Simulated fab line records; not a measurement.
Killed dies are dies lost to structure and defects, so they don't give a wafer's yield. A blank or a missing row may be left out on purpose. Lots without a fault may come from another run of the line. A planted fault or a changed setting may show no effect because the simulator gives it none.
The tool behind it: which one? | flow nandHarc | Sampling: 12 lots, 36 wafers, 5 of 1159 route steps

## WHAT THE GAUGES SHOWED, per wafer
NHARC_END_SORT_01. Usual: killedAtArray 30, standard deviation 10; killedAtOther 0.5, standard deviation 0.82; killedAtPeriphery 2.9, standard deviation 2; killedDies 34, standard deviation 11; killedOpen 3.2, standard deviation 1.8; killedShort 2.0, standard deviation 1.4.
lot  | measured     | on        | killedAtArray | killedAtOther | killedAtPeriphery | killedDies | killedOpen | killedShort | flag
L661 | day 24 07:23 | prober-01 | 39 640 639    | 1 0 0         | 4 1 2             | 44 641 641 | 8 2 2      | 1 3 4       | OFF

## EACH LOT AND THE TOOL THAT RAN IT (in order: tool; ch and the chambers of the sampled wafers; start)
lot  | NHARC_A_CONTACT_DEP_57       | NHARC_A_CONTACT_DEP_58          | NHARC_A_CONTACT_ETCH_75           | NHARC_A_CONTACT_ETCH_76
L647 | aclDep-02 ch 0, day 16 11:03 | pecvd-02 ch 0,1,2, day 16 12:49 | rieDiel-09 ch 0,3, day 16 13:48   | rieDiel-09 ch 2,3, no start
L648 | aclDep-03 ch 0, day 16 20:17 | pecvd-02 ch 0,1, day 16 21:51   | rieDiel-07 ch 0,2,3, day 16 22:43 | rieDiel-07 ch 0,2,3, no start
L651 | aclDep-02 ch 0, day 18 06:32 | pecvd-02 ch 0,1,2, day 18 08:19 | rieDiel-10 ch 0,1,3, day 18 09:17 | rieDiel-10 ch 0,2,3, no start
L653 | aclDep-03 ch 0, day 18 11:50 | pecvd-02 ch 1,2, day 18 13:29   | rieDiel-07 ch 0,3, day 18 14:19   | rieDiel-07 ch 0,2,3, no start
L655 | aclDep-01 ch 0, day 18 23:10 | pecvd-02 ch 0,1,2, day 19 00:55 | rieDiel-10 ch 0,3, day 19 01:54   | rieDiel-10 ch 1,2,3, no start
L657 | aclDep-02 ch 0, day 19 00:11 | pecvd-01 ch 0,1,2, day 19 01:25 | rieDiel-10 ch 1,3, day 19 02:22   | rieDiel-10 ch 1,3, no start
L658 | aclDep-03 ch 0, day 19 21:22 | pecvd-01 ch 0,2, day 19 23:07   | rieDiel-09 ch 0,2,3, day 19 23:58 | rieDiel-09 ch 0,2,3, no start
L656 | aclDep-01 ch 0, day 19 21:36 | pecvd-03 ch 0,1, day 19 23:20   | rieDiel-07 ch 1,2,3, day 20 00:20 | rieDiel-07 ch 0,1,3, no start
L660 | aclDep-01 ch 0, day 20 02:43 | pecvd-03 ch 1,2, day 20 04:11   | rieDiel-09 ch 0,2,3, day 20 05:11 | rieDiel-09 ch 0,3, no start
L661 | aclDep-01 ch 0, day 20 16:22 | pecvd-01 ch 0,2, day 20 17:52   | rieDiel-09 ch 0,1,2, day 20 18:50 | rieDiel-09 ch 2,3, day 24 07:23 or earlier
L667 | aclDep-01 ch 0, day 21 18:13 | pecvd-03 ch 0,1, day 21 19:57   | rieDiel-07 ch 0,1,3, day 21 20:56 | rieDiel-07 ch 0,2,3, no start
L669 | aclDep-03 ch 0, day 22 11:25 | pecvd-01 ch 0,1, day 22 12:55   | rieDiel-07 ch 0,2,3, day 22 13:52 | rieDiel-07 ch 0,1,3, no start
- NHARC_A_CONTACT_DEP_57: deposits aC, target thk 2800 nm.
- NHARC_A_CONTACT_DEP_58: deposits SiON, target thk 60 nm.
- NHARC_A_CONTACT_ETCH_75: etches the open film in CF4, target depth 39 nm, time 65 s.
- NHARC_A_CONTACT_ETCH_76: etches the open film in N2/H2, target depth 260 nm, time 475.3 s.

## WHAT THE TOOLS THEMSELVES READ (means of the sampled wafers that have a number; where no wafer has one, the mark that the record gives instead)
NHARC_A_CONTACT_DEP_57. Usual: 35.001 % for throttleValvePct, sd 0.0084.
lot  | tool      | throttleValvePct (%) | flag
L647 | aclDep-02 | 35.000               | 
L648 | aclDep-03 | 34.998               | 
L651 | aclDep-02 | 35.011               | 
L653 | aclDep-03 | 35.004               | 
L655 | aclDep-01 | 34.992               | 
L657 | aclDep-02 | 34.998               | 
L658 | aclDep-03 | 35.003               | 
L656 | aclDep-01 | 35.005               | 
L660 | aclDep-01 | 34.996               | 
L661 | aclDep-01 | 35.004               | 
L667 | aclDep-01 | 34.998               | 
L669 | aclDep-03 | 34.999               | 

NHARC_A_CONTACT_DEP_58. Usual: 779 W for heaterPowerW, sd 65.
lot  | tool     | heaterPowerW (W) | flag
L647 | pecvd-02 | 759              | 
L648 | pecvd-02 | 782              | 
L651 | pecvd-02 | 757              | 
L653 | pecvd-02 | 775              | 
L655 | pecvd-02 | 791              | 
L657 | pecvd-01 | 795              | 
L658 | pecvd-01 | 877              | 
L656 | pecvd-03 | 789              | 
L660 | pecvd-03 | 838              | 
L661 | pecvd-01 | 833              | 
L667 | pecvd-03 | 773              | 
L669 | pecvd-01 | 787              | 

NHARC_A_CONTACT_ETCH_75. Usual: drypumpMotorCurrentA 5.8 A, standard deviation 0.43; oesProductAu 0.998 a.u., standard deviation 0.016; rfVppV 151.6 V, standard deviation 1; showerheadPlenumPTorr 1.79 Torr, standard deviation 0.062; throttleValvePct 13.284 %, standard deviation 0.0096.
lot  | tool       | drypumpMotorCurrentA (A) | oesProductAu (a.u.) | rfVppV (V) | showerheadPlenumPTorr (Torr) | throttleValvePct (%) | flag
L647 | rieDiel-09 | 5.6                      | 0.989               | 151.8      | 1.82                         | 13.288               | 
L648 | rieDiel-07 | 5.9                      | 0.983               | 152.0      | 1.76                         | 13.286               | 
L651 | rieDiel-10 | 5.6                      | 1.008               | 150.8      | 1.80                         | 13.288               | 
L653 | rieDiel-07 | 6.1                      | 0.990               | 151.0      | 1.80                         | 13.277               | 
L655 | rieDiel-10 | 5.4                      | 0.994               | 151.5      | 1.83                         | 13.286               | 
L657 | rieDiel-10 | 5.5                      | 1.003               | 152.5      | 1.81                         | 13.285               | 
L658 | rieDiel-09 | 5.6                      | 1.001               | 152.4      | 1.83                         | 13.290               | 
L656 | rieDiel-07 | 5.9                      | 1.002               | 151.9      | 1.72                         | 13.273               | 
L660 | rieDiel-09 | 5.6                      | 1.000               | 152.3      | 1.83                         | 13.288               | 
L661 | rieDiel-09 | 5.8                      | 0.862               | 151.9      | 1.81                         | 13.273               | OFF
L667 | rieDiel-07 | 6.2                      | 0.991               | 151.1      | 1.78                         | 13.279               | 
L669 | rieDiel-07 | 5.9                      | 1.003               | 150.7      | 1.75                         | 13.287               | 

NHARC_A_CONTACT_ETCH_76. Usual: drypumpMotorCurrentA 5.9 A, standard deviation 0.43; n2FlowSccm 150.0 sccm, standard deviation 0.5; oesProductAu 0.997 a.u., standard deviation 0.017; rfVppV 431.5 V, standard deviation 2.4; showerheadPlenumPTorr 2.07 Torr, standard deviation 0.082; throttleValvePct 14.171 %, standard deviation 0.0088.
lot  | tool       | drypumpMotorCurrentA (A) | n2FlowSccm (sccm) | oesProductAu (a.u.) | rfVppV (V) | showerheadPlenumPTorr (Torr) | throttleValvePct (%) | flag
L647 | rieDiel-09 | 5.6                      | 149.8             | 1.001               | 433.5      | 2.17                         | 14.166               | 
L648 | rieDiel-07 | 5.9                      | 150.4             | 0.985               | 430.8      | 2.03                         | 14.171               | 
L651 | rieDiel-10 | 5.9                      | 149.8             | 0.992               | 432.8      | 2.13                         | 14.159               | 
L653 | rieDiel-07 | 5.9                      | 149.9             | 1.009               | 430.3      | 2.03                         | 14.171               | 
L655 | rieDiel-10 | 5.8                      | 149.9             | 0.995               | 433.9      | 2.14                         | 14.170               | 
L657 | rieDiel-10 | 5.2                      | 149.7             | 0.998               | 434.3      | 2.14                         | 14.173               | 
L658 | rieDiel-09 | 5.6                      | 150.3             | 0.995               | 432.5      | 2.12                         | 14.166               | 
L656 | rieDiel-07 | 6.2                      | 150.4             | 0.992               | 431.1      | 2.05                         | 14.167               | 
L660 | rieDiel-09 | 5.4                      | 150.1             | 1.016               | 432.8      | 2.11                         | 14.164               | 
L661 | rieDiel-09 | 5.3                      | 149.9             | 1.010               | 432.7      | 2.14                         | 14.175               | 
L667 | rieDiel-07 | 6.0                      | 149.6             | 0.996               | 430.0      | 2.02                         | 14.175               | 
L669 | rieDiel-07 | 6.2                      | 150.0             | 0.997               | 431.1      | 2.05                         | 14.164               | 

## THE ANSWER, worked out from the rows above alone
Rule: take the mean of a lot's wafers that have a number; if it is more than 3 standard deviations from the usual mean, the lot is off. A lot without any number at a reading at which 4 lots or more have one is off too. All remaining lots with rows at the step are treated as sound. First the gauges in route order, then the tools' own readings, where a lot's mean is used as printed above. The first step at which some lot is off is used, and at that step the reading that is off furthest; a lot without a number counts as furthest.
Off, at NHARC_END_SORT_01 on killedAtArray: L661. Neither off nor sound, because the step has no rows for them: L647, L648, L651, L653, L655, L657, L658, L656, L660, L667, L669.
If a tool, at a process step before that reading, ran all the lots that are off and no sound lot after the first of them, it fits. The gauges at NHARC_END_SORT_01 aren't tried: what is off there is off at NHARC_A_CONTACT_ETCH_75 too, on other tools, and a gauge's error can't cause that. NHARC_A_CONTACT_ETCH_76: start missing for some lots; hours and lot order therefore follow NHARC_END_SORT_01. Can't be told from this: 3 tools fit, aclDep-01 at NHARC_A_CONTACT_DEP_57, pecvd-01 at NHARC_A_CONTACT_DEP_58, rieDiel-09 at NHARC_A_CONTACT_ETCH_75 and NHARC_A_CONTACT_ETCH_76.

## WHAT HAD BEEN PUT IN BY THE SIMULATOR
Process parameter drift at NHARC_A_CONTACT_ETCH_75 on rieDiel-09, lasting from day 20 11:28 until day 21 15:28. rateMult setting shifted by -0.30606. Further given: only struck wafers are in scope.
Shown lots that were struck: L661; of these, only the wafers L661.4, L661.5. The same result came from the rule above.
